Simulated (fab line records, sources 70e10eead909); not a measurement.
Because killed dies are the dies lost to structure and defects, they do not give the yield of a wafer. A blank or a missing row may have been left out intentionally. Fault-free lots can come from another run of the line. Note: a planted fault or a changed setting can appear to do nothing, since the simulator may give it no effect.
Matching of chambers -- flow nand-harc -- NHARC_A_CHANNEL_HOLE_D1_DEP_01 on pecvd-04: 3 sister chambers
The step deposits SiON, target thk 140 nm. 14 wafers are shown with their chamber, then 7 later ones without.

WAFERS WITH THEIR CHAMBER
wafer,chamber,showerhead-vpp-V (V),heater-power-w (W)
L897.3,2,1136,797
L897.5,1,1134,719
L897.6,0,1074,645
L911.1,1,1117,718
L911.2,2,1162,794
L911.6,2,1127,794
L912.2,2,1148,793
L912.5,1,1137,706
L912.6,2,1155,644
L916.1,0,1090,702
L916.4,2,1146,797
L916.6,1,1142,615
L918.1,0,1078,733
L918.2,1,1118,654

SIGNATURES (averages over the wafers above)
reading,chamber 0,chamber 1,chamber 2,scatter within a chamber
showerhead-vpp-V,1080.67,1129.60,1145.67,11.5
heater-power-w,693.33,682.40,769.83,53.5
Rule: for a wafer and a chamber, the distance is found by dividing, reading by reading, the gap between the wafer's reading and the chamber's mean by the reading's scatter, squaring, summing and taking the root. The wafer belongs to the nearest chamber; if the next one is less than 2 further off, it can't be placed. The scatter: the root of (the sum of the squares of (reading less its chamber's mean) over the shown wafers, divided by (wafers less chambers)).

WAFERS WITH NO CHAMBER GIVEN
wafer,showerhead-vpp-V (V),heater-power-w (W)
L918.4,1106,710
L919.1,1118,639
L919.2,1093,620
L919.6,1106,628
L920.1,1074,731
L920.2,1145,722
L920.5,1089,749

WHICH CHAMBER EACH ONE RAN IN
wafer,from the rows above,in truth
L918.4,can't be placed: 1 or 0 or 2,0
L919.1,1,1
L919.2,can't be placed: 0 or 1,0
L919.6,can't be placed: 1 or 0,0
L920.1,0,0
L920.2,can't be placed: 2 or 1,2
L920.5,0,0
3 of 7 placed correctly. Not placeable from these rows: 4 (in 4, the candidates include the true chamber). Wrongly placed: 0.
